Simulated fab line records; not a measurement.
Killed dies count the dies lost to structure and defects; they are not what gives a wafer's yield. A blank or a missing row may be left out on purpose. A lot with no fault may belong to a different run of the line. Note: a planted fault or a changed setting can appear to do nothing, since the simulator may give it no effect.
The tool behind it: which one? | flow nand-harc | Sampling: 7 lots, 21 wafers, 4 of 1159 route steps

## WHAT EACH GAUGE READ, for each wafer
NHARC_A_SGD_CUT_INSPECT_11.
lot  | measured     | on                | raw-defect-count
L546 | day 14 14:08 | defect-inspect-01 | 23 17 16
L549 | day 14 16:41 | defect-inspect-02 | 8 8 9
L552 | day 15 21:02 | defect-inspect-01 | 27 19 21
L554 | day 16 11:34 | defect-inspect-01 | 11 13 8
L559 | day 17 18:31 | defect-inspect-02 | 13 12 6
L563 | day 18 10:31 | defect-inspect-01 | 14 15 24
L567 | day 19 20:48 | defect-inspect-02 | 20 18 15

## WHICH TOOL RAN EACH LOT (tool, then ch and the chambers of the sampled wafers, then the start)
lot  | NHARC_A_STAIRCASE_CMP_450     | NHARC_A_STAIRCASE_CMP_152     | NHARC_A_SGD_CUT_SOFTBAKE_04
L546 | cmp-02 ch 1,2, day 14 08:38   | cmp-02 ch 1,2, day 14 08:43   | litho-track-04 ch 0, day 14 13:00
L549 | cmp-01 ch 0,1,2, day 14 14:00 | cmp-01 ch 0,1,2, day 14 14:04 | litho-track-06 ch 0, day 14 16:00
L552 | cmp-01 ch 1,2,3, day 15 18:14 | cmp-01 ch 1,2,3, day 15 18:19 | litho-track-04 ch 0, day 15 20:00
L554 | cmp-03 ch 0,1,2, day 16 08:53 | cmp-03 ch 0,1,2, day 16 08:58 | litho-track-01 ch 0, day 16 10:00
L559 | cmp-03 ch 0,2,3, day 17 15:49 | cmp-03 ch 0,2,3, day 17 15:53 | litho-track-01 ch 0, day 17 18:00
L563 | cmp-01 ch 0,1,3, day 18 07:48 | cmp-01 ch 0,1,3, day 18 07:52 | litho-track-04 ch 0, day 18 09:00
L567 | cmp-01 ch 0,2,3, day 19 18:05 | cmp-01 ch 0,2,3, day 19 18:09 | litho-track-04 ch 0, day 19 20:00
- NHARC_A_STAIRCASE_CMP_450: polishes SiO2, target thk 200 nm.
- NHARC_A_STAIRCASE_CMP_152: polishes.
- NHARC_A_SGD_CUT_SOFTBAKE_04: time 55 s.

## THE ANSWER, worked out from the rows above alone
Rule: usual is defined by the lots themselves. Put in order of their means at a reading, lots are off if they are a third of the lots or fewer, leave a main group of 4 or more, and stand apart from it by a gap of 3 or more times the standard deviation of the main group's means; of several such gaps the widest counts. The tables above print the reading to a certain number of digits; a main group whose means all agree to those digits is not used. Also off: a lot with no number at a reading for which 4 or more lots have one. All remaining lots with rows at the step are treated as sound.
No lot is off at any reading shown: from this, nothing can be told.

## WHAT WAS PUT IN BY THE SIMULATOR
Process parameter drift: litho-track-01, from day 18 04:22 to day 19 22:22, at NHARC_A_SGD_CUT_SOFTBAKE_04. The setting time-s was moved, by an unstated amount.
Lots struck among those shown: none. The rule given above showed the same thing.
